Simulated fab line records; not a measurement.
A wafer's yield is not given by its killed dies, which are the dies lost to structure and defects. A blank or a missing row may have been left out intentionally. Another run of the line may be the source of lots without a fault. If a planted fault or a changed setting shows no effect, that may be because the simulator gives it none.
Matching of chambers    flow nand harc    NHARC_A_BONDPAD_CMP_19 on cmp-03 has 4 sister chambers
The step polishes, t overpolish 30 s, cu recess touch 16 s, target thk 169.82 nm. 14 wafers are shown with their chamber, then 7 later ones without.

== WAFERS WITH THEIR CHAMBER ==
wafer   chamber  motor current A (A)  overpolish run s (s)
L074.1  1        12.2                 29.998
L074.5  2        13.4                 29.999
L074.6  3        12.3                 30.007
L078.1  3        12.6                 29.992
L078.4  2        13.5                 30.009
L078.5  0        12.6                 29.995
L080.1  1        11.4                 29.998
L080.2  2        13.5                 30.002
L080.6  0        13.6                 29.990
L077.1  3        11.8                 30.006
L077.5  2        12.8                 29.987
L077.6  3        12.9                 30.000
L083.3  1        12.0                 30.014
L083.4  3        12.6                 29.995

SIGNATURES, as means of the wafers listed above
reading           chamber 0  chamber 1  chamber 2  chamber 3  scatter within a chamber
motor current A   13.100     11.867     13.300     12.440     0.433
overpolish run s  29.99250   30.00333   29.99925   30.00000   0.00781
Rule: for each reading, subtract the chamber's mean from the wafer's reading, divide by that reading's scatter and square the result; add these up over the readings and take the root, which gives the wafer's distance from the chamber. If the next closest chamber is less than 2 further off than the closest, the wafer can't be placed; otherwise it belongs to the closest. How the scatter is found: for the shown wafers, subtract from each reading the mean of its chamber, square and add these, divide the total by (wafers less chambers), then take the root.

== WAFERS MISSING THEIR CHAMBER ==
wafer   motor current A (A)  overpolish run s (s)
L083.5  12.7                 29.989
L092.1  12.4                 29.986
L092.2  12.0                 30.007
L092.4  12.7                 29.999
L091.1  12.6                 29.989
L091.3  13.4                 30.005
L091.4  13.3                 29.993

== WHICH CHAMBER EACH ONE RAN IN ==
wafer   from the rows above                in truth
L083.5  can't be placed: 0 or 3 or 2 or 1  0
L092.1  can't be placed: 3 or 0 or 1 or 2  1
L092.2  can't be placed: 1 or 3            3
L092.4  can't be placed: 3 or 0 or 2 or 1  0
L091.1  can't be placed: 0 or 3 or 2 or 1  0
L091.3  can't be placed: 2 or 0 or 3       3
L091.4  can't be placed: 0 or 2 or 3       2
Correct placement for 0 of the 7. Cannot be placed on the basis of these rows: 7; the candidates contain the true chamber in 7. Number placed wrongly: 0.
